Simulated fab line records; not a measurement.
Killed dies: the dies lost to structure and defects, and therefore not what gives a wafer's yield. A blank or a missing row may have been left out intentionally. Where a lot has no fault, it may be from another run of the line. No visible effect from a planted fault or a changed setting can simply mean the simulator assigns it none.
A struck lot beside a sound one | flow nand harc | 14 out of 1159 route steps
Sound: the wafers L762.4, L762.5, L762.6. The struck wafers were L772.1, L772.3, L772.6. Last of all comes the cause.
Order at every step that has rows: each side's tool, ch and its chambers, its first start. Under that, the readings that differ: sound wafers | struck wafers | difference of the means | sigmas: that difference in standard deviations of wafers without a fault.
alike: a reading whose means differ by less than 2 such deviations, as well as words and numbers matching on both sides. not compared: withheld readings; readings where some wafer has no value; bounds like >300 that might hide an equal value; numbers whose values overlap and for which the record gives no deviation.
Wherever a step has rows on one side only, a row that says differs or no value, or a row with sigmas, the two part there. When numbers do not overlap yet have no deviation, they are printed without sigmas and do not part them. A reading that every wafer of one side lacks parts them only if that side has two wafers or more.

NHARC_A_SOURCE_PLATE_THK_MEAS_09: measures by ellipsometry.
  sound on film metro-02, day 7 04:08; struck on film metro-02, day 9 12:10
  alike: thk nm
then, 3 steps without rows for these wafers: NHARC_A_SOURCE_PLATE_PVD_04 (deposits WSi2, target thk 50 nm); NHARC_A_SOURCE_PLATE_CVD_03 (deposits poly-Si, target thk 200 nm, time 4000 s); NHARC_A_SOURCE_PLATE_ANNEAL_05 (time 1800 s).
NHARC_A_SOURCE_PLATE_THK_MEAS_06: measures by ellipsometry.
  sound on film metro-02, day 7 17:20; struck on film metro-02, day 10 02:06
  alike: thk nm
NHARC_A_SOURCE_PLATE_INSPECT_08:
  sound on defect inspect-02, day 7 17:26; struck on defect inspect-01, day 10 02:13
  alike: raw defect count
then, no rows for these wafers at 1 step: NHARC_A_ONON_D1_DEP_00 (target thk 1000 nm).
NHARC_A_ONON_D1_THK_MEAS_02: measures by ellipsometry.
  sound on film metro-01, day 7 18:01; struck on film metro-02, day 10 02:47
  alike: thk nm
then, no rows for these wafers at 1 step: NHARC_A_ONON_D1_DEP_03 (target thk 1000 nm).
NHARC_A_ONON_D1_THK_MEAS_05: measures by ellipsometry.
  sound on film metro-02, day 7 18:35; struck on film metro-01, day 10 03:20
  alike: thk nm
NHARC_A_ONON_D1_DEP_06: target thk 1000 nm.
  sound on pecvd onon-04 ch 0, day 7 18:49; struck on pecvd onon-01 ch 0, day 10 03:24
  reading               | sound             | struck            | difference | sigmas
  sih4 flow sccm (sccm) | 209.5 209.1 209.7 | 210.5 211.1 211.0 | +1.4       | +2
NHARC_A_ONON_D1_THK_MEAS_08: measures by ellipsometry.
  sound on film metro-01, day 7 19:09; struck on film metro-02, day 10 03:55
  reading     | sound          | struck         | difference | sigmas
  thk nm (nm) | 1001 1002 1002 | 1813 1813 1812 | +811       | +62
then, no rows for these wafers at 1 step: NHARC_A_ONON_D1_DEP_09 (target thk 1000 nm).
-- jump in the record: it breaks off in module A_ONON_D1 and resumes in module END (first step shown: number 1159 of the route), and 12 days separate the struck wafers' starts before and after --
NHARC_END_SORT_01:
  the record has rows for the struck wafers here (prober-01 ch 0, day 22 06:23) and none for the sound ones

## WHERE THEY PART
At NHARC_A_ONON_D1_DEP_06 first; at NHARC_END_SORT_01 last (within this record only).

WHY: what the simulator had put in
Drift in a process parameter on pecvd onon-01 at NHARC_A_ONON_D1_DEP_06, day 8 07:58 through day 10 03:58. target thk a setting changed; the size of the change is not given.
